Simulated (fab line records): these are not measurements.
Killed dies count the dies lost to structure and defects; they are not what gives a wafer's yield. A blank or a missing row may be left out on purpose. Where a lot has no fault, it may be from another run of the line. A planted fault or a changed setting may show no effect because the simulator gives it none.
What tool caused it?    flow n5Finfet    24 lots with 72 wafers sampled at 3 steps, on a route of 1938 steps

== WHAT THE GAUGES SHOWED, per wafer ==
N5_BEOL_M4_CD_MEAS_28: target cd 26.2 nm, target cd y 24.1 nm.
lot   measured      on        cdNm (nm)
L074  day 8 00:51   cdSem-02  26.42 26.26 26.81
L075  day 8 05:47   cdSem-01  26.14 25.81 25.88
L076  day 8 17:41   cdSem-03  26.48 26.19 26.24
L077  day 9 00:55   cdSem-03  25.97 26.26 26.18
L079  day 9 01:34   cdSem-01  25.87 26.45 26.41
L078  day 9 01:55   cdSem-02  26.28 26.39 26.29
L080  day 10 08:00  cdSem-02  26.09 26.03 26.00
L081  day 10 09:12  cdSem-03  26.45 26.20 26.31
L082  day 11 01:48  cdSem-01  26.22 26.50 26.23
L083  day 11 23:15  cdSem-01  26.19 26.53 26.54
L084  day 12 13:39  cdSem-03  26.49 26.02 26.42
L085  day 12 16:43  cdSem-01  26.46 26.15 25.99
L086  day 12 19:49  cdSem-03  25.93 26.18 26.00
L089  day 12 20:52  cdSem-03  26.34 26.33 25.98
L088  day 12 21:37  cdSem-02  25.82 26.41 26.30
L087  day 13 01:47  cdSem-01  26.46 26.51 26.17
L090  day 13 07:29  cdSem-01  26.10 26.13 26.18
L092  day 13 08:43  cdSem-01  26.24 26.37 26.19
L091  day 13 12:38  cdSem-01  26.79 26.27 26.43
L093  day 13 13:32  cdSem-01  26.22 26.11 26.02
L094  day 13 13:57  cdSem-03  26.00 26.49 26.50
L095  day 13 17:01  cdSem-01  26.10 26.16 26.52
L096  day 13 17:38  cdSem-01  26.38 26.18 26.07
L097  day 15 00:59  cdSem-02  26.45 26.09 25.81

== EACH LOT AND THE TOOL THAT RAN IT (in order: tool; ch and the chambers of the sampled wafers; start) ==
lot   N5_BEOL_M3_DEP_57                N5_BEOL_M4_ILD_DEP_00
L074  pecvd-02 ch 0,1, day 7 22:16     pecvd-01 ch 0,2, day 7 22:25
L075  pecvd-04 ch 0,1,2, day 8 03:16   pecvd-03 ch 0,1,2, day 8 03:24
L076  pecvd-04 ch 0,1, day 8 15:52     pecvd-01 ch 1,2, day 8 15:59
L077  pecvd-03 ch 1,2, day 8 21:34     pecvd-01 ch 0,2, day 8 21:42
L079  pecvd-03 ch 0,1,2, day 8 23:47   pecvd-01 ch 0,1,2, day 8 23:55
L078  pecvd-04 ch 0,1,2, day 8 23:54   pecvd-04 ch 1,2, day 9 00:02
L080  pecvd-04 ch 0,1, day 10 03:50    pecvd-01 ch 0,1,2, day 10 03:59
L081  pecvd-03 ch 0,1,2, day 10 07:23  pecvd-01 ch 0,1,2, day 10 07:31
L082  pecvd-03 ch 0,2, day 10 23:40    pecvd-01 ch 0,1,2, day 10 23:47
L083  pecvd-02 ch 0,1,2, day 11 21:24  pecvd-01 ch 0,1, day 11 21:32
L084  pecvd-02 ch 0,1, day 12 09:42    pecvd-03 ch 0,2, day 12 09:50
L085  pecvd-02 ch 0,1, day 12 14:28    pecvd-04 ch 0,1,2, day 12 14:35
L086  pecvd-02 ch 0,1, day 12 16:01    pecvd-04 ch 0,1,2, day 12 16:11
L089  pecvd-02 ch 1,2, day 12 18:59    pecvd-03 ch 1,2, day 12 19:07
L088  pecvd-03 ch 1,2, day 12 19:37    pecvd-04 ch 0,2, day 12 19:46
L087  pecvd-02 ch 1,2, day 12 23:16    pecvd-03 ch 0,1, day 12 23:25
L090  pecvd-02 ch 0,1,2, day 13 03:58  pecvd-01 ch 0,1,2, day 13 04:06
L092  pecvd-03 ch 0,1, day 13 06:02    pecvd-01 ch 0,2, day 13 06:10
L091  pecvd-03 ch 0,1,2, day 13 07:58  pecvd-03 ch 0,1, day 13 08:05
L093  pecvd-03 ch 0,1, day 13 10:32    pecvd-01 ch 0,1, day 13 10:40
L094  pecvd-02 ch 1,2, day 13 12:16    pecvd-03 ch 0,1,2, day 13 12:23
L095  pecvd-03 ch 0,1, day 13 13:05    pecvd-01 ch 1,2, day 13 13:31
L096  pecvd-03 ch 0,1, day 13 15:39    pecvd-01 ch 0,1,2, day 13 15:47
L097  pecvd-02 ch 0,1, day 14 19:43    pecvd-03 ch 0,2, day 14 19:51
- N5_BEOL_M3_DEP_57: deposits SiCN from 3MS/NH3, target thk 8 nm, time 14 s.
- N5_BEOL_M4_ILD_DEP_00: deposits SiOC from DEMS/O2, target thk 79 nm, time 15.3 s.

== WHAT THE TOOLS THEMSELVES READ (means of the sampled wafers that have a number; where no wafer has one, the mark that the record gives instead) ==
N5_BEOL_M3_DEP_57.
lot   tool      showerheadPlenumPTorr (Torr)  throttleValvePct (%)
L074  pecvd-02  3.676                         9.6
L075  pecvd-04  3.658                         9.4
L076  pecvd-04  3.658                         9.6
L077  pecvd-03  3.653                         8.7
L079  pecvd-03  3.656                         8.7
L078  pecvd-04  3.650                         9.5
L080  pecvd-04  3.662                         9.4
L081  pecvd-03  3.649                         8.8
L082  pecvd-03  3.648                         8.8
L083  pecvd-02  3.668                         8.9
L084  pecvd-02  3.668                         9.3
L085  pecvd-02  3.670                         9.2
L086  pecvd-02  3.677                         9.5
L089  pecvd-02  3.656                         8.7
L088  pecvd-03  3.666                         8.6
L087  pecvd-02  3.657                         8.9
L090  pecvd-02  3.667                         9.0
L092  pecvd-03  3.652                         8.8
L091  pecvd-03  3.655                         8.8
L093  pecvd-03  3.655                         8.9
L094  pecvd-02  3.657                         9.0
L095  pecvd-03  3.654                         8.7
L096  pecvd-03  3.651                         8.8
L097  pecvd-02  3.676                         9.6

N5_BEOL_M4_ILD_DEP_00.
lot   tool      heaterPowerW (W)  showerheadPlenumPTorr (Torr)  throttleValvePct (%)
L074  pecvd-01  520               5.697                         11.7
L075  pecvd-03  546               5.674                         11.4
L076  pecvd-01  487               5.693                         12.1
L077  pecvd-01  580               5.688                         11.7
L079  pecvd-01  558               5.686                         11.9
L078  pecvd-04  552               5.679                         12.9
L080  pecvd-01  535               5.694                         12.1
L081  pecvd-01  516               5.684                         12.0
L082  pecvd-01  562               5.695                         12.0
L083  pecvd-01  571               5.691                         12.5
L084  pecvd-03  593               5.692                         11.4
L085  pecvd-04  537               5.680                         12.3
L086  pecvd-04  553               5.685                         12.2
L089  pecvd-03  557               5.684                         11.5
L088  pecvd-04  534               5.688                         11.9
L087  pecvd-03  516               5.681                         11.6
L090  pecvd-01  550               5.696                         12.0
L092  pecvd-01  559               5.696                         11.9
L091  pecvd-03  480               5.673                         11.7
L093  pecvd-01  593               5.683                         12.4
L094  pecvd-03  483               5.687                         11.7
L095  pecvd-01  510               5.702                         11.7
L096  pecvd-01  539               5.697                         12.0
L097  pecvd-03  554               5.683                         11.6

== THE ANSWER, worked out from the rows above alone ==
Rule: the usual values come from the lots themselves. The widest of any qualifying gaps counts: lots, ordered by their means at a reading, are off when they make up no more than a third of the lots, leave a main group of 4 or more, and stand apart from it by 3 or more times the standard deviation of that group's means. A main group is skipped when, at the precision printed for the reading in the tables above, its means are all equal. A lot without any number at a reading at which 4 lots or more have one is off too. All remaining lots with rows at the step are treated as sound. First the gauges in route order, then the tools' own readings, where a lot's mean is used as printed above. The first step at which some lot is off is used, and at that step the reading that is off furthest; a lot without a number counts as furthest.
No lot is off at any reading shown: from this, nothing can be told.

== WHAT WAS PUT IN BY THE SIMULATOR ==
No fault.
